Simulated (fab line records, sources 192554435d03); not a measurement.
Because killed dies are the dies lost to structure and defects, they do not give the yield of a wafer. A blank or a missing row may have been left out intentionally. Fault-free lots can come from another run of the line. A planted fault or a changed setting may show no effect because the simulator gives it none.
fab line records	flow n5Finfet
[record] lots = 8	wafers = 24	lastDay = 17
route steps=1938 shown BEOL_M2@841 BEOL_M4@1111 PASSIVATION@1936
lots untouched by any fault: they come from a run of this same line in which no faults occurred
startH: the number of hours between the record's first day and the start of the first shown wafer of the lot	waitH: hours since the lot's step before	" the same as in the row above	L1.1+2: a single row standing in for several wafers	- no value, or no start given	* or withheld: withheld	< > ~ a bound
route shown NAME@n: names a module that has steps shown in the file, with the first one's number in the route	usual: mean and standard deviation over wafers with no fault	same: alike in all rows	chamber/n: place in a boat	sites: each site's reading	_std_site: the values' standard deviation	_edge_site: outer sites' mean less inner sites'	radiusMm: how far each site lies from the wafer's centre	mask NAME#n: copy n	behind: the tool/chamber that last shaped the wafer	hold: why the lot went on hold/how many hours it stayed there/how the hold came to an end	device: the n, p or np transistor that did not switch	end of line: at the end of the route, the tests of the same wafers	a step given without rows: its recipe and nothing more	killed: not the wafer's yield, but the dies lost to structure and defects at the first sort	map: shows each die of a wafer: x if killed, . if not, _ if none is there
set.NAME: the run value of the setting; set.NAME@STEP: its run value at that earlier step	model.NAME: the simulator's own value behind a step, which no gauge read
one table for each step of the route and one row for each wafer, over a sample of lots
services: the hour from which a tool's chamber was out of use, counted from the record's first day as startH (under 0 if before that day), plus the number of hours and why
[[steps]]
[step N5_BEOL_M2_ILD_DEP_00]
[recipe] material = SiOC	targetThkA = 790	tempC = 350	precursor = DEMS/O2	pressureTorr = 5	rfW = 500	timeS = 15.3
[usual] chamberPressureTorr = 5.000/0.01	heaterPowerW = 534/85	showerheadPlenumPTorr = 5.689/0.024	throttleValvePct = 11.8/0.63
lot.wafer	tool	chamber	startH	waitH	chamberPressureTorr	heaterPowerW	showerheadPlenumPTorr	sinceWetCleanH	throttleValvePct
L874.3	pecvd-01	1	150.98	0.0	5.016	594	5.727	1580	12.8
L874.4	"	1	"	"	5.002	601	5.734	-	12.6
L874.5	"	0	"	"	4.977	429	5.662	-	12.2
L875.2	pecvd-03	1	153.77	0.0	4.970	405	5.669	1945	11.3
L875.4	"	1	"	"	4.970	414	5.681	-	11.3
L875.5	"	0	"	"	4.994	537	5.718	-	12.6
L884.3	pecvd-02	2	210.44	0.0	5.004	662	5.713	342	11.2
L884.4	"	1	"	"	4.999	603	5.678	-	11.2
L884.6	"	2	"	"	5.023	647	5.688	-	10.9
L886.2	pecvd-02	0	212.97	0.0	4.995	649	5.686	1098	12.5
L886.3	"	2	"	"	5.019	689	5.697	344	11.1
L886.6	"	1	"	"	5.005	528	5.690	-	11.0
L885.2	pecvd-03	0	213.62	0.0	5.004	549	5.721	1280	12.3
L885.4	"	2	"	"	4.991	464	5.713	-	11.4
L885.5	"	0	"	"	4.991	549	5.708	-	12.7
L891.2	pecvd-02	2	234.81	0.0	4.984	592	5.692	366	11.3
L891.3	"	1	"	"	4.994	611	5.679	1845	11.0
L891.6	"	0	"	"	5.004	677	5.684	-	12.6
L892.1	pecvd-01	1	244.31	0.0	5.013	580	5.727	1673	12.7
L892.2	"	2	"	"	4.992	462	5.652	194	11.4
L892.6	"	2	"	"	4.995	483	5.669	-	11.5
L895.2	pecvd-01	0	269.41	0.0	5.012	438	5.674	973	12.4
L895.5	"	1	"	"	5.013	499	5.735	-	12.5
L895.6	"	0	"	"	4.989	431	5.665	-	12.2
[step N5_BEOL_M2_PECVD_72]
[recipe] material = SiO2	targetThkA = 160	tempC = 400	precursor = TEOS/O2	pressureTorr = 5.5	rfW = 450	teosFlowSccm = 53.8	gas = O2	flowSccm = 3000	timeS = 18
[usual] chamberPressureTorr = 5.498/0.012	heaterPowerW = 806/110	showerheadPlenumPTorr = 8.76/0.097	throttleValvePct = 21.9/1.2
lot.wafer	tool	chamber	startH	waitH	chamberPressureTorr	heaterPowerW	showerheadPlenumPTorr	sinceWetCleanH	throttleValvePct
L874.3	pecvd-02	0	151.09	0.0	5.471	881	8.68	1036	23.6
L874.4	"	2	"	"	5.491	977	8.77	-	20.8
L874.5	"	1	"	"	5.496	866	8.70	-	20.5
L875.2	pecvd-01	1	153.88	0.0	5.509	867	8.94	1583	23.6
L875.4	"	0	"	"	5.502	656	8.62	-	22.8
L875.5	"	2	"	"	5.518	731	8.59	-	21.1
L884.3	pecvd-03	2	210.54	0.0	5.501	724	8.83	509	21.1
L884.4	"	1	"	"	5.495	619	8.70	-	21.3
L884.6	"	2	"	"	5.505	743	8.82	-	21.1
L886.2	pecvd-01	0	213.07	0.0	5.490	622	8.64	917	22.9
L886.3	"	2	"	"	5.512	778	8.62	163	21.3
L886.6	"	1	"	"	5.500	849	8.92	-	23.4
L885.2	pecvd-03	2	213.72	0.0	5.498	816	8.83	512	21.2
L885.4	"	0	"	"	5.489	869	8.89	-	23.3
L885.5	"	2	"	"	5.500	819	8.80	-	21.1
L891.2	pecvd-02	2	234.91	0.0	5.514	927	8.77	366	21.1
L891.3	"	0	"	"	5.493	955	8.68	1120	23.5
L891.6	"	0	"	"	5.504	956	8.69	-	23.3
L892.1	pecvd-02	0	244.42	0.0	5.512	973	8.69	1130	23.5
L892.2	"	1	"	"	5.485	779	8.72	1855	20.9
L892.6	"	2	"	"	5.485	801	8.78	-	21.1
L895.2	pecvd-02	2	269.53	0.0	5.502	825	8.76	401	21.3
L895.5	"	2	"	"	5.477	828	8.78	-	21.2
L895.6	"	0	"	"	5.502	1004	8.70	-	23.4
[step N5_BEOL_M2_INSPECT_30]
[recipe] mode = adi	inspectInstrument = brightfield
[usual] rawDefectCount = 456/110
lot.wafer	tool	chamber	startH	waitH	rawDefectCount
L874.3	defectInspect-02	-	154.58	0.0	380
L874.4	"	-	"	"	504
L874.5	"	-	"	"	291
L875.2	defectInspect-01	-	155.42	0.0	383
L875.4	"	-	"	"	456
L875.5	"	-	"	"	380
L884.3	defectInspect-01	-	213.56	0.0	546
L884.4	"	-	"	"	579
L884.6	"	-	"	"	677
L886.2	defectInspect-02	-	214.98	0.0	545
L886.3	"	-	"	"	469
L886.6	"	-	"	"	395
L885.2	defectInspect-02	-	215.28	0.0	409
L885.4	"	-	"	"	390
L885.5	"	-	"	"	452
L891.2	defectInspect-02	-	239.18	0.0	477
L891.3	"	-	"	"	509
L891.6	"	-	"	"	551
L892.1	defectInspect-02	-	245.83	0.1	407
L892.2	"	-	"	"	561
L892.6	"	-	"	"	362
L895.2	defectInspect-01	-	273.51	0.0	494
L895.5	"	-	"	"	286
L895.6	"	-	"	"	349
[step N5_BEOL_M2_ETCH_69]
[recipe] chemistry = CF4	target = SiARC	targetDepthA = 156	maskMaterial = CAR-EUV	timeS = 26	ionEnergyEv = 80	pressureMtorr = 40	sourceW = 545	biasW = 36	Ar_flow_sccm = 100	cf4FlowSccm = 100	ends = cleared
[usual] biasW = 36.00/0.11	cf4FlowSccm = 100.0/0.32	drypumpMotorCurrentA = 5.9/0.48	etchRfOnTimeS = 26.3/0.36	oesProductAu = 0.65/0.063	rfVppV = 184.2/1.3	showerheadPlenumPTorr = 2.15/0.067	throttleValvePct = 15.61/0.24
lot.wafer	tool	chamber	startH	waitH	biasW	cf4FlowSccm	drypumpMotorCurrentA	etchRfOnTimeS	oesProductAu	rfHoursCounterH	rfVppV	showerheadPlenumPTorr	throttleValvePct
L874.3	rieDiel-05	0	154.66	0.0	35.84	100.4	5.2	26.8	0.61	214	185.3	2.20	15.72
L874.4	"	3	"	"	35.80	99.8	5.4	26.6	0.62	181	184.5	2.13	15.78
L874.5	"	2	"	"	35.91	100.4	6.3	26.7	0.60	-	183.8	2.14	15.79
L875.2	rieDiel-05	3	155.89	0.0	35.98	99.8	5.3	26.6	0.63	181	183.4	2.13	15.77
L875.4	"	0	"	"	35.85	100.0	5.2	26.4	0.61	214	184.8	2.20	15.71
L875.5	"	3	"	"	35.94	99.7	5.3	26.6	0.62	-	184.3	2.13	15.77
L884.3	rieDiel-05	3	213.65	0.0	-	-	-	-	-	-	-	-	-
L884.4	"	3	"	"	-	-	-	-	-	-	-	-	-
L884.6	"	2	"	"	-	-	-	-	-	-	-	-	-
L886.2	rieDiel-05	0	215.07	0.0	-	-	-	-	-	-	-	-	-
L886.3	"	3	"	"	-	-	-	-	-	-	-	-	-
L886.6	"	0	"	"	-	-	-	-	-	-	-	-	-
L885.2	rieDiel-03	1	215.76	0.0	-	-	-	-	-	-	-	-	-
L885.4	"	0	"	"	-	-	-	-	-	-	-	-	-
L885.5	"	2	"	"	-	-	-	-	-	-	-	-	-
L891.2	rieDiel-03	2	239.27	0.0	36.04	99.4	6.6	26.8	0.58	227	185.1	2.20	15.98
L891.3	"	3	"	"	35.90	100.2	6.3	26.1	0.65	148	182.7	2.06	15.53
L891.6	"	0	"	"	35.95	100.0	6.3	25.8	0.74	-	183.4	2.09	15.49
L892.1	rieDiel-03	1	245.92	0.0	35.88	99.6	5.7	26.0	0.66	124	184.7	2.24	15.34
L892.2	"	2	"	"	35.96	100.0	6.6	26.6	0.59	229	185.3	2.20	15.99
L892.6	"	0	"	"	35.94	99.1	6.3	25.7	0.73	-	183.0	2.09	15.50
L895.2	rieDiel-05	2	273.60	0.0	36.03	99.3	6.3	26.6	0.58	227	181.3	2.12	15.85
L895.5	"	3	"	"	35.92	99.7	5.4	26.7	0.60	-	184.9	2.12	15.85
L895.6	"	1	"	"	36.16	100.0	6.2	25.7	0.79	-	183.7	2.10	15.35
[step N5_BEOL_M2_ETCHBACK_99]
[recipe] chemistry = CHF3	target = SiO2	targetDepthA = 50	timeS = 10.4	sourceW = 215	biasW = 47	Ar_flow_sccm = 200	CHF3_flow_sccm = 12	ionEnergyEv = 100	pressureMtorr = 30
[usual] drypumpMotorCurrentA = 5.8/0.49	oes_ar_750_au = 0.77/0.075	oesProductAu = 0.77/0.077	rfVppV = 239.6/2.2	showerheadPlenumPTorr = 2.17/0.079	throttleValvePct = 16.99/0.23
lot.wafer	tool	chamber	startH	waitH	drypumpMotorCurrentA	oes_ar_750_au	oesProductAu	rfHoursCounterH	rfVppV	showerheadPlenumPTorr	throttleValvePct
L874.3	rieDiel-05	1	155.11	0.3	6.1	0.72	0.71	233	238.3	2.11	17.15
L874.4	"	3	"	"	5.4	0.73	0.73	181	237.0	2.14	17.22
L874.5	"	0	"	"	5.2	0.72	0.72	-	239.6	2.22	17.15
L875.2	rieDiel-01	3	156.28	0.1	5.1	0.82	0.82	54	242.1	2.27	16.73
L875.4	"	0	"	"	5.5	0.69	0.68	247	241.0	2.20	16.91
L875.5	"	3	"	"	5.1	0.82	0.82	-	241.4	2.27	16.73
L884.3	rieDiel-01	2	215.22	1.4	5.4	0.81	0.30	86	241.7	2.27	16.82
L884.4	"	3	"	"	5.1	0.79	0.30	76	240.4	2.26	16.72
L884.6	"	1	"	"	6.1	0.71	0.27	-	239.1	2.05	17.01
L886.2	rieDiel-01	3	218.83	3.6	5.1	0.79	0.30	77	242.0	2.26	16.72
L886.3	"	1	"	"	6.1	0.71	0.27	210	238.6	2.05	17.00
L886.6	"	2	"	"	5.4	0.81	0.30	-	244.2	2.27	16.80
L885.2	rieDiel-05	3	219.57	3.7	5.4	0.71	0.27	206	236.4	2.13	17.22
L885.4	"	1	"	"	6.1	0.99	0.37	0	238.0	2.11	16.71
L885.5	"	1	"	"	6.1	1.00	0.37	-	238.0	2.11	16.71
L891.2	rieDiel-03	2	243.43	3.6	6.6	0.70	0.69	229	242.8	2.21	17.41
L891.3	"	3	"	"	6.3	0.77	0.76	150	237.7	2.06	17.01
L891.6	"	2	"	"	6.6	0.70	0.68	-	241.4	2.21	17.40
L892.1	rieDiel-01	3	258.01	12.0	5.1	0.78	0.77	91	240.5	2.26	16.80
L892.2	"	0	"	"	5.5	0.89	0.91	23	242.1	2.19	16.50
L892.6	"	3	"	"	5.1	0.77	0.78	-	241.7	2.26	16.76
L895.2	rieDiel-01	0	274.19	0.2	5.5	0.89	0.90	29	243.8	2.19	16.50
L895.5	"	1	"	"	6.1	0.70	0.68	-	238.8	2.04	17.06
L895.6	"	2	"	"	5.4	0.78	0.79	-	240.7	2.26	16.88
[step N5_BEOL_M4_RC_MEAS_101]
[usual] DIBL_N = 36.3/1.4	DIBL_P = 35.7/1.5	IOFF_N = 0.155/0.022	IOFF_P = 0.204/0.027	ION_N = 671/9	ION_P = 459/6.2	SS_N = 71.5/0.54	SS_P = 73.1/0.56	VT_N = 250.2/2.6	VT_P = -251/3.3
lot.wafer	tool	chamber	startH	waitH	DIBL_N[mV/V]	DIBL_P[mV/V]	IOFF_N[nA/um]	IOFF_P[nA/um]	ION_N[uA/um]	ION_P[uA/um]	SS_N[mV/dec]	SS_P[mV/dec]	VT_N[mV]	VT_P[mV]
L874.3	prober-02	0	183.83	0.3	37.2	36.6	0.163	0.231	675	466	71.6	73.9	247.0	-247
L874.4	"	0	"	"	35.4	34.2	0.129	0.187	664	461	70.4	73.0	253.1	-248
L874.5	"	0	"	"	34.5	32.8	0.117	0.180	659	458	70.5	72.1	252.6	-250
L875.2	prober-01	0	186.80	0.2	35.3	35.6	0.162	0.216	677	466	71.7	73.3	247.9	-248
L875.4	"	0	"	"	35.4	35.4	0.156	0.221	663	462	71.7	73.4	249.2	-249
L875.5	"	0	"	"	34.2	33.7	0.144	0.187	671	457	70.8	72.3	250.9	-251
L891.2	prober-01	0	274.48	0.2	34.1	33.5	0.119	0.174	666	457	71.0	72.7	253.2	-252
L891.3	"	0	"	"	35.0	34.6	0.131	0.185	664	457	71.2	72.9	252.5	-251
L891.6	"	0	"	"	35.4	34.6	0.138	0.192	677	462	71.6	73.0	250.7	-251
L892.1	prober-02	0	284.96	0.0	36.2	36.8	0.153	0.207	675	466	71.5	72.7	250.7	-250
L892.2	"	0	"	"	36.3	36.8	0.158	0.213	671	460	71.3	73.0	251.5	-249
L892.6	"	0	"	"	35.9	36.0	0.143	0.194	663	457	71.1	72.4	253.7	-251
L895.2	prober-01	0	302.79	0.2	33.6	33.7	0.105	0.161	653	456	71.3	72.2	254.8	-251
L895.5	"	0	"	"	36.1	36.6	0.139	0.207	663	461	71.6	73.2	251.6	-251
L895.6	"	0	"	"	33.8	33.5	0.106	0.159	644	452	70.9	72.9	255.0	-254
[step N5_PASSIVATION_PROBE_49]
[usual] defectLimitedYield = 91.0/1.5	killed_at_M0_to_M3 = 36/12	killed_at_M4_up = 14/5.5	killedAtContacts = 11/4.8	killedAtFrontEnd = 42/12	killedAtOther = 3.7/2.7	killedDies = 106/18	killedOnRim = 13/4.5	killedOpen = 70/13	killedShort = 35/8.2	sort_bin_5_function = 5.3/1	sort_bin_6_memory = 3.3/0.69	sortNPass = 1074/18	sortYieldPct = 91.0/1.5
[same] grossDies = 1180	killedAtBackSide = 0	sort_bin_4_leakage[%] = 0	sort_bin_8_speed[%] = 0
lot.wafer	tool	chamber	startH	waitH	defectLimitedYield[%]	killed_at_M0_to_M3	killed_at_M4_up	killedAtContacts	killedAtFrontEnd	killedAtOther	killedDies	killedOnRim	killedOpen	killedShort	sort_bin_5_function[%]	sort_bin_6_memory[%]	sortNPass	sortYieldPct[%]
L884.3	prober-02	-	348.21	0.5	0	1129	13	10	26	2	1180	152	54	21	96.9	2.9	0	0
L884.4	prober-02	-	348.26	0.6	0	1092	20	7	57	4	1180	152	76	44	96.0	3.6	0	0
L884.6	prober-02	-	348.36	0.7	0	1109	24	8	37	2	1180	152	61	32	96.8	3.0	0	0
L886.2	prober-01	-	355.95	0.1	0	1103	7	13	55	2	1180	152	73	30	96.7	3.1	0	0
L886.3	prober-01	-	356.00	0.1	0	1116	9	10	40	5	1180	152	72	34	96.5	3.0	0	0
L886.6	prober-01	-	356.15	0.3	0	1112	4	10	51	3	1180	152	70	32	96.0	3.6	0	0
L885.2	prober-01	-	361.68	0.1	0	1133	13	8	22	4	1180	152	60	22	97.9	1.9	0	0
L885.4	prober-01	-	361.78	0.2	0	1111	12	26	30	1	1180	152	71	27	96.7	2.9	0	0
L885.5	prober-01	-	361.83	0.2	0	1131	14	8	26	1	1180	152	67	26	97.6	2.2	0	0
L892.1	prober-01	-	399.64	0.0	89.4	44	13	6	54	8	125	19	81	44	6.2	4.2	1055	89.4
L892.2	prober-01	-	399.69	0.1	90.2	40	15	19	42	0	116	20	75	41	5.8	3.6	1064	90.2
L892.6	prober-01	-	399.89	0.3	89.3	48	14	9	51	4	126	11	87	39	6.8	3.6	1054	89.3
// killed by level:class
L884.3 BEOL_M2:areaEtch=1105 BEOL_M0_SAQP:geometricParticle:open=10 MOL_CONTACT_COAG:geometricParticle:open=8 BEOL_M0_SAQP:geometricParticle:short=8 FIN_SAQP:geometricParticle:open=5 STI_FIN_REVEAL:geometricParticle:open=5 FIN_SAQP:geometricParticle:short=4 STARTING-WAFER:geometricParticle:open=4
L884.4 BEOL_M2:areaEtch=1060 STI_FIN_REVEAL:geometricParticle:open=13 FIN_SAQP:geometricParticle:open=11 BEOL_M0_SAQP:geometricParticle:short=11 BEOL_M4:geometricParticle:open=9 BEOL_M2:geometricParticle:open=9 BEOL_M0_SAQP:geometricParticle:open=8 FIN_SAQP:geometricParticle:short=7
L884.6 BEOL_M2:areaEtch=1085 BEOL_M4:geometricParticle:open=15 STI_FIN_REVEAL:geometricParticle:open=7 BEOL_M0_SAQP:geometricParticle:open=6 BEOL_M1:geometricParticle:open=6 FIN_SAQP:geometricParticle:short=5 MOL_CONTACT_COAG:geometricParticle:open=5 BEOL_M1:geometricParticle:short=5
L886.2 BEOL_M2:areaEtch=1076 DUMMY_GATE:geometricParticle:open=18 MOL_CONTACT_COAG:geometricParticle:open=10 STI_FIN_REVEAL:geometricParticle:open=9 FIN_SAQP:geometricParticle:open=7 STARTING-WAFER:geometricParticle:short=7 BEOL_M2:geometricParticle:open=6 BEOL_M0_SAQP:geometricParticle:short=5
L886.3 BEOL_M2:areaEtch=1073 STI_FIN_REVEAL:geometricParticle:open=12 BEOL_M2:geometricParticle:open=9 BEOL_M0_SAQP:geometricParticle:open=8 FIN_SAQP:geometricParticle:open=6 MOL_CONTACT_COAG:geometricParticle:open=6 BEOL_M0_SAQP:geometricParticle:short=6 BEOL_M1:geometricParticle:open=6
L886.6 BEOL_M2:areaEtch=1078 STI_FIN_REVEAL:geometricParticle:open=16 BEOL_M0_SAQP:geometricParticle:short=13 MOL_CONTACT_COAG:geometricParticle:open=10 FIN_SAQP:geometricParticle:open=9 DUMMY_GATE:geometricParticle:open=7 BEOL_M0_SAQP:geometricParticle:open=6 BEOL_M1:geometricParticle:open=5
L885.2 BEOL_M2:areaEtch=1096 BEOL_M3:geometricParticle:open=21 BEOL_M4:geometricParticle:open=7 MOL_CONTACT_COAG:geometricParticle:open=5 STARTING-WAFER:geometricParticle:open=5 FIN_SAQP:geometricParticle:open=3 STI_FIN_REVEAL:geometricParticle:open=3 DUMMY_GATE:geometricParticle:open=3
L885.4 BEOL_M2:areaEtch=1079 MOL_CONTACT_COAG:geometricParticle:open=20 BEOL_M3:geometricParticle:open=10 BEOL_M1:geometricParticle:open=7 BEOL_M4:geometricParticle:open=7 FIN_SAQP:geometricParticle:short=6 MOL_CONTACT_COAG:geometricParticle:short=6 BEOL_M0_SAQP:geometricParticle:open=6
L885.5 BEOL_M2:areaEtch=1087 BEOL_M1:geometricParticle:open=10 BEOL_M0_SAQP:geometricParticle:short=9 STI_FIN_REVEAL:geometricParticle:open=7 BEOL_M0_SAQP:geometricParticle:open=7 BEOL_M2:geometricParticle:open=7 BEOL_M3:geometricParticle:open=7 DUMMY_GATE:geometricParticle:open=6
L892.1 STI_FIN_REVEAL:geometricParticle:open=12 FIN_SAQP:geometricParticle:open=11 FIN_SAQP:geometricParticle:short=9 BEOL_M0_SAQP:geometricParticle:short=7 BEOL_M0_SAQP:geometricParticle:open=7 BEOL_M2:geometricParticle:open=7 MOL_CONTACT_COAG:geometricParticle:open=6 ILD0:geometricParticle:short=5
L892.2 MOL_CONTACT_COAG:geometricParticle:open=15 BEOL_M0_SAQP:geometricParticle:open=9 FIN_SAQP:geometricParticle:open=8 BEOL_M0_SAQP:geometricParticle:short=8 FIN_SAQP:geometricParticle:short=7 STI_FIN_REVEAL:geometricParticle:open=7 BEOL_M1:geometricParticle:open=6 STI_FIN_REVEAL:geometricParticle:short=5
L892.6 BEOL_M2:geometricParticle:open=15 FIN_SAQP:geometricParticle:open=11 BEOL_M1:geometricParticle:open=10 MOL_CONTACT_COAG:geometricParticle:open=6 BEOL_M5:geometricParticle:open=6 STI_FIN_REVEAL:geometricParticle:open=5 GATE_CUT:geometricParticle:short=5 BEOL_M0_SAQP:geometricParticle:open=5
[[services]]
tool	chamber	startH	hours	kind
rieDiel-03	2	134.14	4.8	repair
pecvd-02	2	147.23	2.1	scheduledDown
rieDiel-01	0	162.56	-	clean
rieDiel-01	0	162.56	-	consumableReplace:esc
rieDiel-01	0	162.56	-	consumableReplace:focusRing
rieDiel-01	0	162.56	21.0	scheduledDown
rieDiel-01	0	162.56	21.0	ventCycle
pecvd-03	0	176.21	9.7	repair
pecvd-02	0	177.37	5.5	scheduledDown
rieDiel-05	1	202.25	-	clean
rieDiel-05	1	202.25	-	consumableReplace:focusRing
rieDiel-05	1	202.25	14.5	scheduledDown
rieDiel-05	1	202.25	14.5	ventCycle
rieDiel-01	0	225.59	5.0	repair
pecvd-03	1	232.91	4.1	repair
rieDiel-01	1	246.01	6.7	repair
pecvd-02	2	255.39	13.3	repair
rieDiel-05	0	261.01	-	clean
rieDiel-05	0	261.01	-	consumableReplace:focusRing
rieDiel-05	0	261.01	24.8	scheduledDown
rieDiel-05	0	261.01	24.8	ventCycle
[[key]]
[firstSign] step = N5_BEOL_M2_ETCH_69	reading = toolRecord	direction = missing
[effect] step = N5_BEOL_M2_ETCHBACK_99	reading = oesProductAu	direction = down	sigmas = 6	usual = 0.77	struck = 0.31
[effect] step = N5_PASSIVATION_PROBE_49	reading = killed_at_M0_to_M3	direction = up	sigmas = 93	usual = 36	struck = 1115
[moreKillsBornAt] N5_BEOL_M2_ETCH_69@rieDiel-05 = 6477	N5_BEOL_M2_ETCH_69@rieDiel-03 = 3262
metAt N5_BEOL_M2_ETCH_69
struckLots L884,L885,L886
laterRowsLeftOut L884.3,L884.4,L884.6,L885.2,L885.4,L885.5,L886.2,L886.3,L886.6
notActingAt N5_BEOL_M2_ILD_DEP_00,N5_BEOL_M2_PECVD_72,N5_BEOL_M2_INSPECT_30
onsetBetween 155.89 213.65
[fault] kind = skippedStepWhole	tool = rieDiel-03,rieDiel-05	chamber = -	onsetH = 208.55	steps = N5_BEOL_M2_ETCH_69	scope = struckLotsOnly
// laterRowsLeftOut: the simulator's readings of these wafers behind a module that went badly wrong aren't trusted and aren't shown, but for the sort
